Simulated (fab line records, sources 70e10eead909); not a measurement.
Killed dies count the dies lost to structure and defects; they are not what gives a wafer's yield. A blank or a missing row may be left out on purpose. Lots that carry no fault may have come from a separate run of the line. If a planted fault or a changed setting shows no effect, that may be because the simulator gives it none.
Which tool was responsible?	flow nand_harc	Sampling: 12 lots, 36 wafers, 5 of 1302 route steps

== WHAT EACH GAUGE READ, for each wafer ==
NHARC_P_M2_THK_MEAS_24: measures by xrf.
lot	measured	on	thk_nm (nm)
L075	day 6 23:38	film_metro-01	143.8 144.8 142.9
L077	day 8 01:03	film_metro-02	144.9 144.4 143.6
L079	day 8 11:01	film_metro-02	144.0 145.5 142.2
L081	day 9 19:10	film_metro-02	142.3 140.9 145.9
L084	day 10 14:35	film_metro-02	144.7 145.7 143.6
L085	day 11 01:21	film_metro-01	142.8 144.4 145.0
L088	day 12 09:26	film_metro-02	141.8 144.4 144.9
L089	day 12 16:49	film_metro-02	145.1 143.2 144.1
L091	day 13 15:19	film_metro-01	143.9 144.4 143.9
L093	day 14 07:50	film_metro-01	145.5 144.1 145.0
L095	day 15 10:53	film_metro-01	141.7 145.7 143.8
L097	day 16 04:31	film_metro-01	145.1 146.8 145.2

== WHICH TOOL RAN EACH LOT (tool, then ch and the chambers of the sampled wafers, then the start) ==
lot	NHARC_P_M0_CMP_23	NHARC_P_M2_DESCUM_14	NHARC_P_M2_ETCH_35	NHARC_P_M2_PRE_CLEAN_30
L075	cmp-03 ch 0,3, day 6 14:59	rie_diel-11 ch 1,3, day 6 21:09	rie_diel-11 ch 1,2, day 6 21:14	pvd_sputter-03, day 6 23:38 or earlier
L077	cmp-02 ch 0,1,3, day 7 14:10	rie_diel-06 ch 0,1,2, day 7 20:20	rie_diel-06 ch 0,1,2, day 7 20:24	pvd_sputter-03, day 8 01:03 or earlier
L079	cmp-01 ch 0,2, day 8 02:23	rie_diel-01 ch 0,1, day 8 08:32	rie_diel-01 ch 1,2,3, day 8 08:37	pvd_sputter-01, day 8 11:01 or earlier
L081	cmp-01 ch 0,2,3, day 9 10:29	rie_diel-11 ch 0,2,3, day 9 16:43	rie_diel-11 ch 0,1,3, day 9 16:49	pvd_sputter-02, day 9 19:10 or earlier
L084	cmp-03 ch 0,2, day 10 05:20	rie_diel-06 ch 0,1, day 10 11:56	rie_diel-06 ch 1,2, day 10 12:02	pvd_sputter-03, day 10 13:04
L085	cmp-03 ch 0,2,3, day 10 15:22	rie_diel-01 ch 0,1, day 10 22:53	rie_diel-01 ch 1,2,3, day 10 22:58	pvd_sputter-02, day 11 01:21 or earlier
L088	cmp-03 ch 0,1,2, day 12 00:53	rie_diel-06 ch 0,1,2, day 12 06:56	rie_diel-06 ch 0,1,2, day 12 07:01	pvd_sputter-03, day 12 09:26 or earlier
L089	cmp-03 ch 0,1,3, day 12 08:04	rie_diel-11 ch 1,3, day 12 14:22	rie_diel-11 ch 1,2,3, day 12 14:28	pvd_sputter-01, day 12 16:49 or earlier
L091	cmp-03 ch 0,2, day 13 06:34	rie_diel-06 ch 2,3, day 13 12:53	rie_diel-06 ch 1,3, day 13 12:58	pvd_sputter-03, day 13 15:19 or earlier
L093	cmp-03 ch 0,1,3, day 13 22:43	rie_diel-06 ch 1,2,3, day 14 05:19	rie_diel-06 ch 2,3, day 14 05:24	pvd_sputter-01, day 14 07:50 or earlier
L095	cmp-03 ch 1,3, day 15 02:19	rie_diel-11 ch 0,1, day 15 08:28	rie_diel-11 ch 0,2, day 15 08:33	pvd_sputter-03, day 15 10:53 or earlier
L097	cmp-01 ch 1,2,3, day 15 20:07	rie_diel-06 ch 0,2, day 16 02:05	rie_diel-06 ch 0,1,3, day 16 02:11	pvd_sputter-01, day 16 04:31 or earlier
- NHARC_P_M0_CMP_23: polishes, t overpolish 20 s, target thk 117.54 nm.
- NHARC_P_M2_DESCUM_14: chemistry O2, time 3 s.
- NHARC_P_M2_ETCH_35: etches the open film in N2/H2, target depth 40 nm, overetch 12 nm, time 43.94 s.
- NHARC_P_M2_PRE_CLEAN_30: time 30 s.

== THE ANSWER, worked out from the rows above alone ==
Rule: usual is defined by the lots themselves. Put in order of their means at a reading, lots are off if they are a third of the lots or fewer, leave a main group of 4 or more, and stand apart from it by a gap of 3 or more times the standard deviation of the main group's means; of several such gaps the widest counts. A main group is skipped when, at the precision printed for the reading in the tables above, its means are all equal. Also off: a lot with no number at a reading for which 4 or more lots have one. All remaining lots with rows at the step are treated as sound.
Nothing can be told from this: no lot is off at any reading shown.

== WHAT WAS PUT IN BY THE SIMULATOR ==
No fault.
